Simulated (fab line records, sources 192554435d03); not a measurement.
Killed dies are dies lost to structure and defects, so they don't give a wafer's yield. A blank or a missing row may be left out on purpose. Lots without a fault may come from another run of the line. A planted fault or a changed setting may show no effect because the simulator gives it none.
A struck lot beside a sound one | flow n5_finfet | 37 steps out of a route of 1938
Sound: wafers L928.1, L928.4, L928.6. Struck: wafers L914.1, L914.2. (L914.3 of the same lot was not struck and is left out.) The cause comes at the end.
At each step with rows: each side's tool, then ch and its chambers, then its first start. Under that, the readings that differ: sound wafers | struck wafers | difference of the means | sigmas: that difference in standard deviations of wafers without a fault.
alike: readings whose means differ by less than 2 such deviations, and words and numbers that are the same on both sides. not compared: withheld readings, readings that some wafer has no value for, bounds like >300 that may hide the same value, and numbers for which the record gives no deviation and whose values overlap.
The two part at a step that has a row with sigmas, a row that says differs or no value, or rows on one side only. Numbers that don't overlap but have no deviation are shown without sigmas and don't part them. A reading that every wafer of one side lacks parts them only if that side has two wafers or more.

first, 9 steps without rows for these wafers: N5_BEOL_M10_PEB_26 (peb time 60 s); N5_BEOL_M10_DEVELOP_27 (develop time 30 s); N5_BEOL_M10_DESCUM_33 (chemistry O2, time 7.9 s); N5_BEOL_M10_ETCH_65 (etches SiARC in CF4, target depth 39 nm, time 65 s); N5_BEOL_M10_ETCH_66 (etches SOC in N2/H2, target depth 120 nm, overetch 24 nm, time 180 s); N5_BEOL_M10_STRIP_69 (strips in N2/H2); N5_BEOL_M10_VIA_ETCH_34 (etches SiCOH lowk in C4F6/O2, target depth 184.5 nm, time 69.2 s); N5_BEOL_M10_STRIP_73 (strips in C4F6/O2); N5_BEOL_M10_STRIP_36 (strips in N2/H2).
N5_BEOL_M10_TRENCH_ETCH_37: etches SiCOH lowk in C4F6/O2, target depth 148.83 nm, time 48 s.
  sound on rie_diel-05 ch 0,1,2, day 17 01:26; struck on rie_diel-06 ch 1,2, day 13 04:34
  reading                              | sound             | struck      | difference | sigmas
  run_length_s (s)                     | 72.0 71.0 71.5    | 67.2 66.5   | -4.7       | -15
  model.etch.depth_nm (nm)             | 150.9 148.5 148.1 | 136.5 136.3 | -12.8      |
  model.BEOL_M10.feature_depth_nm (nm) | 151 148.4 148.2   | 136.6 136.4 | -12.7      |
  alike: drypump_motor_current_A, oes_product_au, rf_vpp_V, showerhead_plenum_p_Torr, throttle_valve_pct
  not compared: rf_hours_counter_h
then, 2 steps without rows for these wafers: N5_BEOL_M10_ETCH_41 (etches SiCN in CH3F/O2, target depth 42.6 nm, time 86 s); N5_BEOL_M10_STRIP_77 (strips in N2/H2, time 10 s).
N5_BEOL_M10_OCD_MEAS_38:
  sound on ocd-02, day 17 01:38; struck on ocd-02, day 13 04:44
  reading              | sound             | struck      | difference | sigmas
  trench_depth_nm (nm) | 151.7 148.7 148.5 | 136.7 136.6 | -13.0      | -6
then, 13 steps without rows for these wafers: N5_BEOL_M10_HM_STRIP_39 (strips TiN in peroxide tin strip, target depth 25 nm, time 158 s); N5_BEOL_M10_SRD_40 (time 30 s); N5_BEOL_M10_PRECLEAN_42 (cleans in residue remover, time 60 s); N5_BEOL_M10_SRD_43 (time 30 s); N5_BEOL_M10_CURE_72 (cures SiCOH lowk, time 120 s); N5_BEOL_M10_DEGAS_44 (time 60 s); N5_BEOL_M10_PRE_CLEAN_45 (time 30 s); N5_BEOL_M10_ALD_74 (deposits TaN, target thk 2 nm, pulse time 2 s, purge time 3 s); N5_BEOL_M10_SURFACE_TREAT_76; N5_BEOL_M10_CVD_75 (deposits Co from CCTBA/H2, target thk 2 nm, time 138.9 s); N5_BEOL_M10_SPUTTER_48 (material Cu, target thk 12 nm, time 2 s); N5_BEOL_M10_ECD_50 (material Cu, target thk 318 nm); N5_BEOL_M10_ANNEAL_51 (time 90 s).
N5_BEOL_M10_CMP_52: polishes, stops on SiCOH lowk, t overpolish 7 s, target thk 140 nm.
  sound on cmp-03 ch 2,3, day 17 04:23; struck on cmp-01 ch 2,3, day 13 06:28
  reading                                 | sound             | struck      | difference | sigmas
  motor_current_A (A)                     | 5.5 5.6 5.6       | 6.8 7.2     | +1.4       | +2
  model.Cu_of_BEOL_M10_ECD_50.thk_nm (nm) | 142.2 141.6 139.6 | 127.8 128.6 | -12.9      |
  alike: barrier_field_endpoint_s, overpolish_run_s, time_to_endpoint_s
N5_BEOL_M10_THK_MEAS_53: measures by xrf.
  sound on film_metro-02, day 17 04:41; struck on film_metro-01, day 13 06:44
  reading      | sound             | struck      | difference | sigmas
  M10_THK (nm) | 142.3 141.9 139.9 | 125.2 126.0 | -15.8      | -7
then, 2 steps without rows for these wafers: N5_BEOL_M10_PRE_CLEAN_55 (time 15 s); N5_BEOL_M10_DEP_56 (deposits SiCN from 3MS/NH3, target thk 15 nm, time 26.5 s).
N5_BEOL_M10_RS_MEAS_57: measures by four-point-probe.
  sound on film_metro-02, day 17 04:50; struck on film_metro-01, day 13 06:52
  reading         | sound                | struck        | difference | sigmas
  M10_RS (ohm/sq) | 0.1484 0.1489 0.1513 | 0.1673 0.1659 | +0.0171    | +6
then, 5 steps without rows for these wafers: N5_BEOL_M11_ILD_DEP_00 (deposits SiCOH lowk from DEMS/porogen, target thk 308.51 nm, time 58 s); N5_BEOL_M11_CURE_71 (cures SiCOH lowk, time 240 s); N5_BEOL_M11_PECVD_70 (deposits SiO2 from TEOS/O2, target thk 20 nm, time 22.7 s); N5_BEOL_M11_HM_DEP_02 (deposits TiN, target thk 20 nm); N5_BEOL_M11_COAT_59 (time 60 s, resist thk 100 nm).
N5_BEOL_M15_RC_MEAS_101:
  sound on prober-02 ch 0, day 18 14:16; struck on prober-01 ch 0, day 14 18:27
  reading                    | sound          | struck    | difference | sigmas
  SERP_M10 (ohm/um)          | 2.95 3.05 3.04 | 3.45 3.31 | +0.37      | +5
  SERP_M10_max_site (ohm/um) | 3.02 3.08 3.23 | 3.53 3.39 | +0.35      | +4
  alike: etest_temp_c, COMB_M10, COMB_M11, COMB_M12, COMB_M13, COMB_M14, COMB_M15, COMB_M5, COMB_M6, COMB_M7, COMB_M8, COMB_M9, SERP_M11, SERP_M12, SERP_M13, SERP_M13_max_site, SERP_M14, SERP_M5, SERP_M6, SERP_M7, SERP_M8, SERP_M8_max_site, SERP_M9, SERP_M9_max_site

WHERE THEY PART
First at N5_BEOL_M10_TRENCH_ETCH_37; last, within this record, at N5_BEOL_M15_RC_MEAS_101.

WHY: what the simulator had put in
Process parameter drift: rie_diel-06, from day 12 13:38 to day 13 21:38, at N5_BEOL_M10_TRENCH_ETCH_37. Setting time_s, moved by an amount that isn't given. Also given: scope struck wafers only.
